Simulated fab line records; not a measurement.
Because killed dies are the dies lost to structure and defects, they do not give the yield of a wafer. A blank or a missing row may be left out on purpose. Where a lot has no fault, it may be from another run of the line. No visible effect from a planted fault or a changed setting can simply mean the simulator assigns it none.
Matching of chambers / flow n5_finfet / N5_BEOL_M9_STRIP_36 on rie_diel-02 has 4 sister chambers
The step strips in N2/H2. 4 wafers are shown with their chamber, then 10 later ones without.

WAFERS WITH THEIR CHAMBER
wafer=L080.3; chamber=0; showerhead_plenum_p_Torr (Torr)=2.57
wafer=L082.4; chamber=2; showerhead_plenum_p_Torr (Torr)=2.45
wafer=L090.1; chamber=3; showerhead_plenum_p_Torr (Torr)=2.46
wafer=L090.4; chamber=1; showerhead_plenum_p_Torr (Torr)=2.64

WAFERS WITHOUT THEIR CHAMBER
wafer=L090.6; showerhead_plenum_p_Torr (Torr)=2.45
wafer=L091.1; showerhead_plenum_p_Torr (Torr)=2.45
wafer=L091.2; showerhead_plenum_p_Torr (Torr)=2.45
wafer=L091.4; showerhead_plenum_p_Torr (Torr)=2.63
wafer=L094.3; showerhead_plenum_p_Torr (Torr)=2.56
wafer=L094.4; showerhead_plenum_p_Torr (Torr)=2.63
wafer=L094.5; showerhead_plenum_p_Torr (Torr)=2.45
wafer=L093.2; showerhead_plenum_p_Torr (Torr)=2.45
wafer=L093.4; showerhead_plenum_p_Torr (Torr)=2.63
wafer=L093.6; showerhead_plenum_p_Torr (Torr)=2.45

WHICH CHAMBER EACH WENT THROUGH
wafer=L090.6; from the rows above=can't be placed: 2 or 3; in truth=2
wafer=L091.1; from the rows above=can't be placed: 2 or 3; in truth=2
wafer=L091.2; from the rows above=can't be placed: 2 or 3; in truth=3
wafer=L091.4; from the rows above=1; in truth=1
wafer=L094.3; from the rows above=0; in truth=0
wafer=L094.4; from the rows above=1; in truth=1
wafer=L094.5; from the rows above=can't be placed: 2 or 3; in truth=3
wafer=L093.2; from the rows above=can't be placed: 2 or 3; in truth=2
wafer=L093.4; from the rows above=1; in truth=1
wafer=L093.6; from the rows above=can't be placed: 2 or 3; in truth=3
4 of 10 placed correctly. Can't be placed from these rows: 6 (the true chamber is among the candidates in 6). 0 placed wrongly.
How it was worked out, from the rows above alone: a wafer's distance from a chamber is the root of the sum, over the readings, of the square of ((its reading less the chamber's mean) divided by the reading's scatter). If the next closest chamber is less than 2 further off than the closest, the wafer can't be placed; otherwise it belongs to the closest. The mean given for a chamber averages the wafers shown for that chamber. The scatter: with one shown wafer a chamber, the root of the mean of the squares of how far each hidden wafer lies from its nearest shown one.
